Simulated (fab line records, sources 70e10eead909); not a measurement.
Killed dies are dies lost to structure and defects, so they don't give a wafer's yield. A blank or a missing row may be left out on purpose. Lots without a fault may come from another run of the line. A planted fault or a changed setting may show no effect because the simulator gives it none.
Chamber matching | flow nand_harc | NHARC_A_M1_DEP_33 on pecvd-01: 3 sister chambers
The step deposits SiCN, target thk 30 nm. 20 wafers are shown with their chamber, then 10 later ones without.

WAFERS WITH THEIR CHAMBER
wafer  | chamber | heater_power_w (W)
L080.2 | 2       | 545
L080.5 | 1       | 640
L080.6 | 2       | 533
L081.2 | 0       | 561
L081.3 | 2       | 627
L081.5 | 2       | 633
L081.1 | 1       | 650
L081.4 | 1       | 653
L081.6 | 0       | 561
L086.2 | 1       | 642
L086.4 | 0       | 536
L086.6 | 1       | 653
L086.1 | 2       | 584
L086.3 | 0       | 552
L086.5 | 2       | 594
L088.2 | 1       | 632
L088.4 | 1       | 624
L088.6 | 0       | 545
L093.1 | 0       | 575
L093.3 | 2       | 575

SIGNATURES (means of the wafers above)
reading        | chamber 0 | chamber 1 | chamber 2 | scatter within a chamber
heater_power_w | 555.00    | 642.00    | 584.43    | 24.5
Rule: a wafer's distance from a chamber is the root of the sum, over the readings, of the square of ((its reading less the chamber's mean) divided by the reading's scatter). The wafer belongs to the nearest chamber; if the next one is less than 2 further off, it can't be placed. The scatter: the root of (the sum of the squares of (reading less its chamber's mean) over the shown wafers, divided by (wafers less chambers)).

WAFERS WITHOUT THEIR CHAMBER
wafer  | heater_power_w (W)
L093.5 | 636
L094.2 | 562
L094.5 | 546
L094.6 | 634
L096.2 | 511
L096.5 | 495
L096.6 | 679
L097.2 | 614
L097.3 | 553
L097.6 | 625

WHICH CHAMBER EACH WENT THROUGH
wafer  | from the rows above          | in truth
L093.5 | can't be placed: 1 or 2      | 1
L094.2 | can't be placed: 0 or 2      | 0
L094.5 | can't be placed: 0 or 2      | 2
L094.6 | can't be placed: 1 or 2      | 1
L096.2 | can't be placed: 0 or 2      | 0
L096.5 | can't be placed: 0 or 2      | 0
L096.6 | 1                            | 1
L097.2 | can't be placed: 1 or 2 or 0 | 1
L097.3 | can't be placed: 0 or 2      | 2
L097.6 | can't be placed: 1 or 2      | 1
Placed correctly: 1 of 10. Can't be placed from these rows: 9 (the true chamber is among the candidates in 9). Placed wrongly: 0.
